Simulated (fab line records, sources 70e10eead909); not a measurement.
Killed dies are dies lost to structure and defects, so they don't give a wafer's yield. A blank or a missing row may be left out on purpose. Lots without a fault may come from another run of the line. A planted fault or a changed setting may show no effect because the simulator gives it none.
Which tool did it? | flow nand_harc | 14 lots, 42 wafers sampled, at 2 steps of a route of 1302

WHAT THE GAUGES READ, wafer by wafer
NHARC_A_M1_INSPECT_27.
lot  | measured     | on                | raw_defect_count
L918 | day 23 02:53 | defect_inspect-02 | 482 365 491
L919 | day 23 10:09 | defect_inspect-01 | 399 568 543
L922 | day 24 14:59 | defect_inspect-02 | 425 484 538
L921 | day 24 17:02 | defect_inspect-02 | 696 608 590
L923 | day 25 11:23 | defect_inspect-01 | 440 631 583
L926 | day 26 15:23 | defect_inspect-01 | 510 425 360
L930 | day 28 14:06 | defect_inspect-01 | 665 609 828
L933 | day 30 04:19 | defect_inspect-02 | 667 540 738
L932 | day 30 11:14 | defect_inspect-02 | 705 310 610
L936 | day 30 18:37 | defect_inspect-02 | 438 423 481
L935 | day 30 23:08 | defect_inspect-01 | 418 448 548
L938 | day 31 13:23 | defect_inspect-02 | 546 536 586
L941 | day 32 13:16 | defect_inspect-01 | 594 581 544
L940 | day 32 14:40 | defect_inspect-01 | 574 598 748

WHICH TOOL RAN EACH LOT (tool, then ch and the chambers of the sampled wafers, then the start)
lot  | NHARC_A_M1_PVD_20
L918 | pvd_sputter-01, day 23 02:53 or earlier
L919 | pvd_sputter-03, day 23 10:09 or earlier
L922 | pvd_sputter-03, day 24 14:59 or earlier
L921 | pvd_sputter-03, day 24 17:02 or earlier
L923 | pvd_sputter-02, day 25 11:23 or earlier
L926 | pvd_sputter-03, day 26 15:23 or earlier
L930 | pvd_sputter-02, day 28 14:06 or earlier
L933 | pvd_sputter-01, day 30 04:19 or earlier
L932 | pvd_sputter-02, day 30 11:14 or earlier
L936 | pvd_sputter-02, day 30 18:37 or earlier
L935 | pvd_sputter-01, day 30 23:08 or earlier
L938 | pvd_sputter-01, day 31 13:23 or earlier
L941 | pvd_sputter-03, day 32 13:16 or earlier
L940 | pvd_sputter-01, day 32 14:40 or earlier
- NHARC_A_M1_PVD_20: deposits TaN, target thk 5 nm, time 8.06 s.

WHAT THE TOOLS THEMSELVES READ (means of the sampled wafers that have a number; where no wafer has one, the mark that the record gives instead)
NHARC_A_M1_PVD_20.
lot  | tool           | substrate_temp_c (C) | throttle_valve_pct (%)
L918 | pvd_sputter-01 | 50.03                | 30.0
L919 | pvd_sputter-03 | 49.97                | 29.6
L922 | pvd_sputter-03 | 50.09                | 30.9
L921 | pvd_sputter-03 | 50.00                | 30.0
L923 | pvd_sputter-02 | 50.01                | 29.2
L926 | pvd_sputter-03 | 50.09                | 29.9
L930 | pvd_sputter-02 | 50.06                | 30.7
L933 | pvd_sputter-01 | 49.94                | 29.7
L932 | pvd_sputter-02 | 50.01                | 30.1
L936 | pvd_sputter-02 | 49.85                | 30.0
L935 | pvd_sputter-01 | 49.87                | 29.5
L938 | pvd_sputter-01 | 49.95                | 29.7
L941 | pvd_sputter-03 | 50.01                | 30.5
L940 | pvd_sputter-01 | 50.02                | 30.2

THE ANSWER, worked out from the rows above alone
Rule: what is usual is taken from the lots themselves. Put in order of their means at a reading, lots are off if they are a third of the lots or fewer, leave a main group of 4 or more, and stand apart from it by a gap of 3 or more times the standard deviation of the main group's means; of several such gaps the widest counts. A main group whose means are all the same, to the digits that the tables above print for the reading, isn't used. A lot without any number at a reading at which 4 lots or more have one is off too. The other lots that the step has rows for count as sound. The gauges are gone through in route order, then the tools' own readings, and for those a lot's mean is taken as printed above. The first step at which some lot is off is used, and at that step the reading that is off furthest; a lot without a number counts as furthest.
No lot is off at any reading shown: from this, nothing can be told.

WHAT THE SIMULATOR HAD PUT IN
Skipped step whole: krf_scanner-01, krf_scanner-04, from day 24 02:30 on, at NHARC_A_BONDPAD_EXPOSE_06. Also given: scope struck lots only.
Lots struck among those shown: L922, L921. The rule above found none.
